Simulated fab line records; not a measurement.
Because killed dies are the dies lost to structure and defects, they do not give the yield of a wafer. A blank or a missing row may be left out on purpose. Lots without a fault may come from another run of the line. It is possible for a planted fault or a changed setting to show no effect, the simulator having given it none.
Split-lot experiment -- flow n5_finfet -- 21 wafers read from 7 lots, route of 1938 steps

SPLIT DETAILS
At N5_BEOL_M9_TRENCH_ETCH_37 (etches SiCOH lowk in C4F6/O2, target depth 151.43 nm, time 49 s), the setting time_s was moved away from the recipe's 49 s on 9 of the 21 wafers read, by -9.7% to +17.9%. For the rest of the wafers, this setting stayed at what the recipe calls for.

FROM THE SPLIT TO THE READING: what the file shows between them, 11 steps
- N5_BEOL_M9_ETCH_41: etches SiCN in CH3F/O2, target depth 36.6 nm, time 70.1 s
- N5_BEOL_M9_STRIP_80: strips in N2/H2, time 10 s
- N5_BEOL_M9_OCD_MEAS_38
- N5_BEOL_M9_HM_STRIP_39: strips TiN in peroxide tin strip, target depth 25 nm, time 158 s
- N5_BEOL_M9_SRD_40: time 30 s
- N5_BEOL_M9_ECD_50: material Cu, target thk 318 nm
- N5_BEOL_M9_ANNEAL_51: time 90 s
- N5_BEOL_M9_CMP_52: polishes, stops on SiCOH lowk, t overpolish 7 s, target thk 140 nm
- N5_BEOL_M9_THK_MEAS_53: measures by xrf
- N5_BEOL_M9_PRE_CLEAN_55: time 15 s
- N5_BEOL_M9_DEP_56: deposits SiCN from 3MS/NH3, target thk 15 nm, time 26.5 s

THE READING
At N5_BEOL_M9_RS_MEAS_57, a four-point-probe measurement gives M9_RS in ohm/sq. A value of 0.150 ohm/sq with a standard deviation of 0.0032 ohm/sq is what fault-free wafers of this fab line usually give.

wafer,"tool, chamber at the split","time_s as run, s",against the recipe,"M9_RS, ohm/sq",against lot-mates on the recipe
L074.1,"rie_diel-06, 0",44.26,-9.7%,0.170,+0.021
L074.3,"rie_diel-06, 1",49,recipe,0.148,-
L074.5,"rie_diel-06, 1",49,recipe,0.150,-
L076.1,"rie_diel-02, 2",49,recipe,0.147,-
L076.4,"rie_diel-02, 3",49,recipe,0.145,-
L076.5,"rie_diel-02, 1",49,recipe,0.145,-
L077.1,"rie_diel-05, 2",45.68,-6.8%,0.160,+0.012
L077.4,"rie_diel-05, 3",45.68,-6.8%,0.170,+0.022
L077.5,"rie_diel-05, 0",49,recipe,0.148,-
L080.1,"rie_diel-05, 2",49,recipe,0.150,-
L080.2,"rie_diel-05, 0",49,recipe,0.149,-
L080.6,"rie_diel-05, 2",49,recipe,0.149,-
L082.1,"rie_diel-06, 2",49,recipe,0.155,-
L082.4,"rie_diel-06, 3",45.16,-7.8%,0.172,+0.017
L082.6,"rie_diel-06, 1",45.16,-7.8%,0.170,+0.015
L083.4,"rie_diel-05, 1",56.81,+15.9%,0.127,-0.024
L083.5,"rie_diel-05, 3",56.81,+15.9%,0.129,-0.022
L083.6,"rie_diel-05, 2",49,recipe,0.151,-
L086.3,"rie_diel-06, 0",49,recipe,0.149,-
L086.4,"rie_diel-06, 3",57.79,+17.9%,0.126,-0.023
L086.5,"rie_diel-06, 1",57.79,+17.9%,0.121,-0.028

THE FIT
A straight line over all 21 wafers: M9_RS changes by -0.00166 ohm/sq for each +1% of time_s; r = -0.96; the points scatter about the line by 0.0043 ohm/sq.
The same after taking each lot's own level away (the mean of its wafers on the recipe; 21 wafers): -0.00163 ohm/sq for each +1%; r = -0.98; scatter 0.003 ohm/sq.
The reading moves by 0.029 ohm/sq for the largest change in time_s, on that fit.
The lots' own levels span 0.1457 to 0.1550 ohm/sq, that is 2.9 times the standard deviation above.
The two slopes are in agreement: the lot-to-lot level therefore moves the slope only a little.
Check: -0.029 ohm/sq against its lot-mates is what the line predicts for one of the wafers moved furthest among these (+17.9%) when that wafer is left out of the fit. Against them it came out at -0.023 ohm/sq.

THE WHOLE CHAIN: every reading that the file lists as answering this split, in the file's order
step,what it does,reading,change (the file's fit),r (the file's)
N5_BEOL_M9_TRENCH_ETCH_37,"etches SiCOH lowk in C4F6/O2, target depth 151.43 nm, time 49 s","etch.depth_nm (the simulator's own value, which no gauge read)",+1.44 nm for each +1% of the setting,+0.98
N5_BEOL_M9_TRENCH_ETCH_37,"etches SiCOH lowk in C4F6/O2, target depth 151.43 nm, time 49 s","BEOL_M9.feature_depth_nm (the simulator's own value, which no gauge read)",+1.44 nm for each +1% of the setting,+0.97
N5_BEOL_M9_TRENCH_ETCH_37,"etches SiCOH lowk in C4F6/O2, target depth 151.43 nm, time 49 s","TiN_of_BEOL_M9_HM_DEP_02.thk_nm (the simulator's own value, which no gauge read)",-0.0411 nm for each +1% of the setting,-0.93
N5_BEOL_M9_OCD_MEAS_38,,trench_depth_nm,+1.41 nm for each +1% of the setting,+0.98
N5_BEOL_M9_CMP_52,"polishes, stops on SiCOH lowk, t overpolish 7 s, target thk 140 nm","Cu_of_BEOL_M9_ECD_50.thk_nm (the simulator's own value, which no gauge read)",+1.5 nm for each +1% of the setting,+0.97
N5_BEOL_M9_THK_MEAS_53,measures by xrf,M9_THK,+1.5 for each +1% of the setting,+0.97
N5_BEOL_M9_RS_MEAS_57,measures by four-point-probe,M9_RS,-0.00163 for each +1% of the setting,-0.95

FILE'S OWN FIT
M9_RS changes by -0.00163 ohm/sq for each +1% of time_s, r = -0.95.
